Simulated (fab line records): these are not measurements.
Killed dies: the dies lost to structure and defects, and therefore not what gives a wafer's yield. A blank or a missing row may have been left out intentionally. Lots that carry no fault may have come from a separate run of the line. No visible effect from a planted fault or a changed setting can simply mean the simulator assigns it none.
fab line records -- flow nand-harc
record: lots: 7, wafers: 19, last-day: 29
route steps=1159 shown A_WL_FILL@817 END@1159
lots that met no fault: from a run of the same line without faults
start-h: the number of hours between the record's first day and the start of the first shown wafer of the lot -- wait-h: hours elapsed since this lot's preceding step -- " as in the row above -- L1.1+2: a single row standing in for several wafers -- - no value, or no start was given -- * or withheld: withheld -- < > ~ a bound
route shown NAME@n: names a module that has steps shown in the file, with the first one's number in the route -- usual: average and standard deviation across the fault-free wafers -- same: alike in all rows -- chamber/n: place in a boat -- sites: readings site by site -- _std_site: their standard deviation -- _edge_site: the outer-site mean with the inner-site mean subtracted -- radius-mm: how far each site lies from the wafer's centre -- mask NAME#n: copy n -- behind: the most recent tool/chamber to have shaped the wafer -- hold: cause of the lot's hold/its duration in hours/its outcome -- device: the transistor (n, p or np) that didn't switch -- end of line: tests run on the same wafers once the route is complete -- a step given without rows: its recipe and nothing more -- killed: the dies lost at the first sort to structure and to defects; this is not the yield of the wafer -- map: shows each die of a wafer: x if killed, . if not, _ if none is there
set.NAME: the setting as run; set.NAME@STEP: as run at that earlier step -- model.NAME: the simulator's own value behind a step, which no gauge read
lots seen at some steps along the route; tables by step, rows by wafer
services: a tool's chamber out of use, with start hour (start-h, from the record's first day; less than 0 if before it), hours out, and reason
== steps ==
step: NHARC_A_WL_FILL_STRIP_28
recipe: time-s: 1200, temp-c: 72.5, chemistry: post-etch-residue-remover
step: NHARC_A_WL_FILL_PRECLEAN_06
recipe: time-s: 300, chemistry: DIW
step: NHARC_A_WL_FILL_SRD_07
step: NHARC_A_WL_FILL_ANNEAL_08
recipe: temp-c: 450, time-s: 1800
step: NHARC_A_WL_FILL_ALD_10
recipe: target-thk-a: 500, pulse-time-s: 10, ald-cycles: 500, temp-c: 300, material: SiO2
usual: heater-power-w: 454/56, precursor-pulse-height-rel: 1.000/0.021
lot.wafer,tool,chamber,start-h,wait-h,heater-power-w,precursor-pulse-height-rel
L836.2,ald-hk-03,1,417.20,4.8,412,1.051
L836.4,ald-hk-03,2,418.22,5.8,363,1.009
L836.5,ald-hk-03,0,420.25,7.9,499,0.979
L843.3,ald-hk-04,1,449.19,1.6,516,0.998
L843.5,ald-hk-04,3,450.22,2.6,500,1.004
L846.3,ald-hk-04,1,467.22,1.6,518,0.999
L846.5,ald-hk-04,2,467.22,1.6,410,1.010
L853.3,ald-hk-03,1,480.31,0.6,405,0.993
L853.1,ald-hk-03,2,480.31,0.6,372,0.990
L853.6,ald-hk-03,0,481.86,2.1,506,1.001
L852.4,ald-hk-03,2,484.99,0.0,359,0.960
L852.2,ald-hk-03,0,486.03,1.1,495,1.014
L852.5,ald-hk-03,3,487.60,2.7,530,0.979
L848.4,ald-hk-01,3,485.51,0.6,429,1.007
L848.3,ald-hk-01,1,486.55,1.6,483,1.007
L848.5,ald-hk-01,2,486.55,1.6,479,1.018
L854.2,ald-hk-01,1,510.89,0.9,480,1.013
L854.3,ald-hk-01,2,510.89,0.9,462,0.990
L854.6,ald-hk-01,0,512.43,2.5,471,1.021
step: NHARC_A_WL_FILL_ETCHBACK_16
recipe: target-depth-a: 880, time-s: 17.6, c4f8-flow-sccm: withheld, o2-flow-sccm: 8, ar-flow-sccm: withheld, rf-w: 600, bias-w: 800, chemistry: C4F8/O2/Ar
usual: bias-w: 800.0/2.3, oes-product-au: 0.988/0.021, rf-vpp-V: 724/5.1
lot.wafer,tool,chamber,start-h,wait-h,bias-w,oes-product-au,rf-hours-counter-h,rf-vpp-V
L836.2,rie-diel-13,3,-,-,799.8,0.997,9.4,716
L836.4,rie-diel-13,0,-,-,799.7,0.978,9.0,717
L836.5,rie-diel-13,0,-,-,798.8,0.995,-,717
L843.3,rie-diel-02,2,-,-,802.8,0.994,1.5,719
L843.5,rie-diel-02,0,-,-,798.1,0.997,-,730
L846.3,rie-diel-13,0,-,-,798.8,0.988,0.3,716
L846.5,rie-diel-13,2,-,-,801.6,0.991,-,728
L853.3,rie-diel-13,1,-,-,797.2,0.990,0.9,719
L853.1,rie-diel-13,2,-,-,800.4,0.986,0.8,730
L853.6,rie-diel-13,1,-,-,799.8,1.001,-,717
L848.4,rie-diel-13,3,-,-,798.3,0.968,1.3,717
L848.3,rie-diel-13,0,-,-,798.5,0.969,1.4,717
L848.5,rie-diel-13,0,-,-,797.2,0.960,-,718
L852.2,rie-diel-07,0,-,-,801.7,0.988,2.2,729
L852.4,rie-diel-07,3,-,-,799.7,0.981,2.1,731
L852.5,rie-diel-07,0,-,-,799.0,0.992,-,726
L854.3,rie-diel-13,2,-,-,801.4,1.001,1.7,727
L854.2,rie-diel-13,0,-,-,798.9,1.005,2.1,717
L854.6,rie-diel-13,0,-,-,802.3,0.999,-,717
step: NHARC_A_WL_FILL_STRIP_29
recipe: time-s: 20, o2-flow-sccm: 500, ar-flow-sccm: 0, bias-w: 0, chemistry: O2
usual: drypump-motor-current-A: 5.6/0.58, oes-product-au: 1.000/0.0084, rf-vpp-V: 57.8/1, showerhead-plenum-p-Torr: 3.55/0.17, throttle-valve-pct: 17.036/0.0097
same: bias-w: 0
lot.wafer,tool,chamber,start-h,wait-h,drypump-motor-current-A,oes-product-au,rf-hours-counter-h,rf-vpp-V,showerhead-plenum-p-Torr,throttle-valve-pct
L836.4,rie-diel-13,1,422.91,0.1,5.1,0.998,8.7,57.2,3.34,17.040
L836.2,rie-diel-13,2,422.91,0.1,5.7,1.013,9.0,57.9,3.75,17.038
L836.5,rie-diel-13,0,422.91,0.1,6.4,1.001,-,56.2,3.31,17.034
L843.3,rie-diel-02,0,452.39,0.1,5.7,0.994,1.6,57.1,3.75,17.037
L843.5,rie-diel-02,3,452.39,0.1,5.0,1.004,-,57.3,3.37,17.031
L846.3,rie-diel-13,0,470.43,0.1,6.3,0.992,0.3,57.5,3.31,17.042
L846.5,rie-diel-13,2,470.43,0.1,5.7,0.993,-,57.6,3.75,17.035
L853.3,rie-diel-13,3,484.53,0.1,6.5,0.985,1.3,57.2,3.31,17.051
L853.1,rie-diel-13,0,484.53,0.1,6.3,0.998,1.3,57.1,3.31,17.036
L853.6,rie-diel-13,0,484.53,0.1,6.3,0.996,-,57.5,3.31,17.020
L848.3,rie-diel-13,0,489.76,0.1,6.3,0.994,1.4,58.0,3.31,17.058
L848.4,rie-diel-13,2,489.76,0.1,5.7,0.980,0.9,58.9,3.75,17.024
L848.5,rie-diel-13,3,489.76,0.1,6.5,0.994,-,58.2,3.31,17.038
L852.4,rie-diel-07,2,489.76,0.1,5.2,1.007,2.0,59.3,3.70,17.042
L852.2,rie-diel-07,0,489.76,0.1,5.0,1.012,2.2,59.6,3.63,17.055
L852.5,rie-diel-07,1,489.76,0.1,5.3,1.009,-,57.7,3.60,17.025
L854.3,rie-diel-13,0,515.12,0.1,6.3,0.997,2.1,57.0,3.31,17.028
L854.2,rie-diel-13,2,515.12,0.1,5.7,0.991,1.7,57.9,3.75,17.044
L854.6,rie-diel-13,2,515.12,0.1,5.7,0.990,-,59.1,3.75,17.045
step: NHARC_A_WL_FILL_ETCHBACK_17
recipe: target-depth-a: 40, time-s: 26.7, chemistry: Cl2/BCl3
usual: drypump-motor-current-A: 5.7/0.55, he-backside-leak-sccm: 3.35/0.21, oes-product-au: 1.007/0.0096
lot.wafer,tool,chamber,start-h,wait-h,drypump-motor-current-A,he-backside-leak-sccm,oes-product-au,rf-hours-counter-h
L836.2,rie-metal-01,1,423.01,-,6.3,2.91,1.002,2.0
L836.4,rie-metal-01,1,423.01,-,6.2,3.11,0.988,-
L836.5,rie-metal-01,1,423.01,-,6.2,3.09,0.993,-
L843.3,rie-metal-02,0,452.53,-,5.6,3.09,1.005,-
L843.5,rie-metal-02,0,452.53,-,5.6,3.23,1.017,-
L846.3,rie-metal-01,0,470.57,-,4.7,3.46,1.003,-
L846.5,rie-metal-01,1,470.57,-,6.2,3.24,1.001,-
L853.1,rie-metal-02,0,484.64,-,5.6,2.92,1.009,2.7
L853.3,rie-metal-02,0,484.64,-,5.6,2.90,1.008,-
L853.6,rie-metal-02,1,484.64,-,5.6,3.65,1.022,-
L852.2,rie-metal-03,1,489.84,-,6.0,3.58,1.024,1.0
L852.4,rie-metal-03,0,489.84,-,6.0,3.30,1.021,-
L852.5,rie-metal-03,0,489.84,-,6.0,3.45,1.017,-
L848.3,rie-metal-01,1,489.88,-,6.3,3.12,0.997,-
L848.4,rie-metal-01,0,489.88,-,4.7,3.43,1.008,-
L848.5,rie-metal-01,1,489.88,-,6.2,3.26,0.994,-
L854.2,rie-metal-03,1,515.23,-,6.0,3.48,1.015,1.8
L854.3,rie-metal-03,0,515.23,-,6.0,3.44,1.006,-
L854.6,rie-metal-03,0,515.23,-,6.0,3.31,1.014,-
step: NHARC_A_WL_FILL_PRECLEAN_18
recipe: time-s: 30, chemistry: dHF
step: NHARC_A_WL_FILL_SRD_21
step: NHARC_A_WL_FILL_CVD_23
recipe: target-thk-a: 400, temp-c: 620, pressure-mtorr: 200, time-s: 800, material: poly-Si
step: NHARC_A_WL_FILL_ETCHBACK_26
recipe: target-depth-a: 520, time-s: 13.3, hbr-flow-sccm: 150, rf-w: 350, icp-w: 350, bias-w: 60, chemistry: HBr
usual: bias-w: 59.98/0.19, drypump-motor-current-A: 5.5/0.37, he-backside-leak-sccm: 2.64/0.24, oes-product-au: 1.000/0.0084, throttle-valve-pct: 23.266/0.0093
lot.wafer,tool,chamber,start-h,wait-h,bias-w,drypump-motor-current-A,he-backside-leak-sccm,oes-product-au,rf-hours-counter-h,throttle-valve-pct
L836.4,rie-si-06,1,428.38,0.4,59.78,5.8,2.32,0.997,0.3,23.261
L836.2,rie-si-06,2,428.38,0.4,59.90,5.8,2.86,0.992,0.3,23.278
L836.5,rie-si-06,1,428.38,0.4,59.86,5.7,3.05,0.999,-,23.275
L843.3,rie-si-06,0,457.65,0.4,59.96,4.9,2.90,0.857,0.7,23.263
L843.5,rie-si-06,2,457.65,0.4,60.05,5.8,2.94,1.009,-,23.274
L846.3,rie-si-06,1,475.93,0.4,59.95,5.8,2.46,0.875,0.7,23.265
L846.5,rie-si-06,2,475.93,0.4,59.89,5.8,2.84,1.009,-,23.246
L853.3,rie-si-03,2,489.67,0.4,59.93,5.4,2.46,1.013,0.9,23.266
L853.1,rie-si-03,1,489.67,0.4,60.12,5.7,2.57,1.002,1.0,23.257
L853.6,rie-si-03,2,489.67,0.4,60.07,5.4,2.41,1.009,-,23.271
L848.4,rie-si-06,0,495.22,0.4,60.09,4.9,2.88,1.004,1.0,23.251
L848.3,rie-si-06,2,495.22,0.4,59.67,5.7,2.79,0.866,0.9,23.253
L848.5,rie-si-06,0,495.22,0.4,60.45,4.9,2.84,0.995,-,23.258
L852.4,rie-si-05,2,495.22,0.4,60.30,4.9,2.56,0.995,0.5,23.265
L852.2,rie-si-05,0,495.22,0.4,60.42,6.0,2.81,0.994,0.5,23.268
L852.5,rie-si-05,2,495.22,0.4,59.92,5.0,2.31,0.997,-,23.268
L854.2,rie-si-03,2,520.63,0.4,59.83,5.4,2.45,1.007,0,23.269
L854.3,rie-si-03,3,520.63,0.4,60.16,5.6,2.92,0.993,0,23.262
L854.6,rie-si-03,2,520.63,0.4,59.77,5.4,2.23,1.008,-,23.271
step: NHARC_A_WL_FILL_PRECLEAN_30
recipe: time-s: 10, chemistry: dHF
step: NHARC_END_SORT_01
recipe: temp-c: 25
usual: killed-at-array: 29/11, killed-at-other: 0.5/0.85, killed-at-periphery: 3.0/2.3, killed-dies: 33/12, killed-open: 3.3/1.9, killed-short: 2.0/1.5
same: gross-dies: 677
lot.wafer,tool,chamber,start-h,wait-h,killed-at-array,killed-at-other,killed-at-periphery,killed-dies,killed-open,killed-short
L836.2,prober-02,0,577.07,2.8,27,2,1,30,4,3
L836.4,prober-02,0,578.69,3.4,14,0,2,16,3,1
L836.5,prober-02,0,579.50,3.7,21,0,4,25,5,2
L846.3,prober-01,0,620.26,3.1,27,1,4,32,2,2
L843.3,prober-02,0,624.72,3.1,25,0,0,25,0,2
L843.5,prober-02,0,626.34,3.7,19,0,0,19,1,0
L853.1,prober-01,0,642.20,2.6,53,1,4,58,3,2
L853.3,prober-01,0,643.80,3.1,60,0,11,71,6,2
L853.6,prober-01,0,646.19,4.0,46,0,8,54,3,0
L852.2,prober-02,0,647.31,2.8,25,0,4,29,3,1
L852.4,prober-02,0,648.90,3.4,31,1,3,35,3,1
L852.5,prober-02,0,649.69,3.7,26,0,4,30,3,3
killed by level:class
L836.2 A_CHANNEL_HOLE_D1:chamber-film-flake=7 A_BLC:chamber-film-flake=7 A_CONTACT:chamber-film-flake=6 A_CONTACT:geometric-particle:open=2 A_WL_FILL:chamber-film-flake=2 P_CONTACT:geometric-particle:short=1 A_CHANNEL_HOLE_D1:geometric-particle:open=1 A_CHANNEL_HOLE_D1:geometric-particle:short=1
L836.4 A_CHANNEL_HOLE_D1:chamber-film-flake=7 A_BLC:chamber-film-flake=3 P_CONTACT:geometric-particle:open=2 A_CHANNEL_FILL_D1:geometric-particle:short=1 A_CONTACT:geometric-particle:open=1 A_WL_FILL:chamber-film-flake=1 A_CONTACT:chamber-film-flake=1
L836.5 A_BLC:chamber-film-flake=8 A_CONTACT:chamber-film-flake=5 P_M0:geometric-particle:open=2 A_CHANNEL_HOLE_D1:chamber-film-flake=2 A_WL_FILL:chamber-film-flake=2 P_GATE:geometric-particle:open=1 P_CONTACT:geometric-particle:short=1 A_SOURCE_PLATE:geometric-particle:open=1
L846.3 A_SLIT:chamber-film-flake=12 A_CHANNEL_HOLE_D1:chamber-film-flake=8 A_M0:chamber-film-flake=3 P_STI:chamber-film-flake=2 P_CONTACT:geometric-particle:open=1 A_ONON_D1:geometric-particle:short=1 A_CONTACT:geometric-particle:open=1 P_ZERO_WELL:chamber-film-flake=1
L843.3 A_STAIRCASE:chamber-film-flake=9 A_CHANNEL_HOLE_D1:chamber-film-flake=6 A_CONTACT:chamber-film-flake=6 A_CHANNEL_HOLE_D1:geometric-particle:short=1 A_SGD_CUT:geometric-particle:short=1 A_ZERO_WELL:chamber-film-flake=1 A_M0:chamber-film-flake=1
L843.5 A_CONTACT:chamber-film-flake=6 A_CHANNEL_HOLE_D1:chamber-film-flake=5 A_STAIRCASE:chamber-film-flake=4 A_M0:chamber-film-flake=2 A_SGD_CUT:geometric-particle:open=1 A_SLIT:chamber-film-flake=1
L853.1 A_SLIT:chamber-film-flake=19 A_CHANNEL_HOLE_D1:chamber-film-flake=14 A_CONTACT:chamber-film-flake=9 A_STAIRCASE:chamber-film-flake=3 A_CONTACT:geometric-particle:open=2 A_CHANNEL_FILL_D1:chamber-film-flake=2 P_GATE:geometric-particle:open=1 A_M0:geometric-particle:short=1
L853.3 A_CHANNEL_HOLE_D1:chamber-film-flake=25 A_SLIT:chamber-film-flake=21 P_STI:chamber-film-flake=4 A_STAIRCASE:chamber-film-flake=3 A_CONTACT:chamber-film-flake=3 A_WL_FILL:chamber-film-flake=3 P_M0:geometric-particle:open=2 P_M2:chamber-film-flake=2
L853.6 A_SLIT:chamber-film-flake=18 A_CHANNEL_HOLE_D1:chamber-film-flake=17 P_STI:chamber-film-flake=5 A_CONTACT:chamber-film-flake=4 A_CHANNEL_FILL_D1:chamber-film-flake=3 P_M2:chamber-film-flake=2 A_STAIRCASE:chamber-film-flake=2 P_GATE:geometric-particle:open=1
L852.2 A_CHANNEL_HOLE_D1:chamber-film-flake=8 A_STAIRCASE:chamber-film-flake=6 A_BLC:chamber-film-flake=6 P_M2:chamber-film-flake=2 P_CONTACT:geometric-particle:open=1 P_M0:geometric-particle:open=1 A_SGD_CUT:geometric-particle:open=1 A_M0:geometric-particle:short=1
L852.4 A_STAIRCASE:chamber-film-flake=12 A_CHANNEL_HOLE_D1:chamber-film-flake=9 A_BLC:chamber-film-flake=4 A_SOURCE_PLATE:geometric-particle:short=1 A_CONTACT:geometric-particle:open=1 A_BLC:geometric-particle:open=1 P_GATE:chamber-film-flake=1 P_M0:chamber-film-flake=1
L852.5 A_STAIRCASE:chamber-film-flake=7 A_CHANNEL_HOLE_D1:chamber-film-flake=6 A_BLC:chamber-film-flake=5 A_CONTACT:chamber-film-flake=2 A_ZERO_WELL:chamber-film-flake=2 P_CONTACT:geometric-particle:short=1 P_CONTACT:geometric-particle:open=1 P_M0:geometric-particle:open=1
== services ==
tool,chamber,start-h,hours,kind
rie-si-06,2,396.88,2.6,repair
rie-diel-07,-,405.20,9.0,pm
rie-diel-13,0,407.50,-,clean
rie-diel-13,1,407.50,-,clean
rie-diel-13,2,407.50,-,clean
rie-diel-13,3,407.50,-,clean
ald-hk-01,-,412.13,10.0,pm
rie-si-05,-,416.00,9.0,pm
rie-diel-13,0,432.00,-,clean
rie-diel-13,1,432.00,-,clean
rie-diel-13,2,432.00,-,clean
rie-diel-13,3,432.00,-,clean
rie-diel-13,-,453.00,9.0,pm
rie-diel-13,0,453.00,9.0,vent-cycle
rie-diel-13,1,453.00,9.0,vent-cycle
rie-diel-13,2,453.00,9.0,vent-cycle
rie-metal-03,-,453.00,9.0,pm
rie-si-03,0,484.89,8.2,repair
rie-diel-02,1,498.31,9.9,repair
ald-hk-03,-,502.40,10.0,pm
rie-diel-02,-,504.70,9.0,pm
rie-metal-01,-,509.00,9.0,pm
rie-si-03,-,509.00,9.0,pm
rie-diel-13,1,512.42,4.0,repair
== key ==
first-sign: step: NHARC_A_WL_FILL_ETCHBACK_26, reading: oes-product-au, direction: down, sigmas: 16, usual: 1.000, struck: 0.866
effect none on later readings
met-at NHARC_A_WL_FILL_ETCHBACK_26
struck-wafers L843.3,L846.3,L848.3
tester-left-out L843,L846,L848
onset-between 428.38 457.65
fault: kind: process-parameter-drift, tool: rie-si-06, chamber: -, onset-h: 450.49, steps: NHARC_A_WL_FILL_ETCHBACK_26, channel: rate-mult, offset: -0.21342, shape: step, end-h: 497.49, scope: struck-wafers-only
tester-left-out: of these lots the tester's yield and bins aren't shown, on N5 and GAA mostly nor the transistor test; their killed dies are dies lost to structure and defects alone, not to doping, threshold or leakage, so they don't give the yield
